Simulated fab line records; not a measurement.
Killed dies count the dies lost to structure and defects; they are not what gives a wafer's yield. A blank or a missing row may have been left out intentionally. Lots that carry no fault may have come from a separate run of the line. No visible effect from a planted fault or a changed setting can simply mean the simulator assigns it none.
What tool caused it?	flow nandHarc	route of 1302 steps, sampled at 1 step: 12 lots, 36 wafers

== WHAT THE GAUGES READ, wafer by wafer ==
NHARC_P_ZERO_WELL_CD_MEAS_24: the cd target is 720 nm.
lot	measured	on	cdNm (nm)
L075	day 2 08:40	cdSem-02	721.3 719.8 720.9
L077	day 3 04:41	cdSem-03	717.6 717.5 719.1
L079	day 4 00:27	cdSem-03	720.5 719.8 718.6
L081	day 4 20:28	cdSem-01	720.6 720.4 721.2
L083	day 5 16:40	cdSem-02	720.3 718.8 718.9
L085	day 6 12:43	cdSem-02	719.5 719.8 719.9
L087	day 7 08:31	cdSem-02	720.4 719.6 720.2
L089	day 8 04:40	cdSem-03	719.0 719.8 720.3
L091	day 9 00:36	cdSem-02	718.9 719.5 719.2
L093	day 9 20:37	cdSem-03	721.1 720.3 720.1
L095	day 10 16:36	cdSem-03	719.9 719.6 720.3
L097	day 11 12:37	cdSem-02	720.6 720.9 720.2

== WHAT TOOL EACH LOT RAN ON (gives the tool, then ch and the chambers of the sampled wafers, and finally the start) ==
No process step before these readings appears in the record.

== THE ANSWER, worked out from the rows above alone ==
Rule: the usual values come from the lots themselves. Put in order of their means at a reading, lots are off if they are a third of the lots or fewer, leave a main group of 4 or more, and stand apart from it by a gap of 3 or more times the standard deviation of the main group's means; of several such gaps the widest counts. Not used: any main group whose means are identical at the precision the tables above print for the reading. A lot without any number at a reading at which 4 lots or more have one is off too. Where the step has rows for the other lots, those lots are counted as sound.
Across all readings shown, no lot is off: no conclusion can be drawn from this.

== WHAT HAD BEEN PUT IN BY THE SIMULATOR ==
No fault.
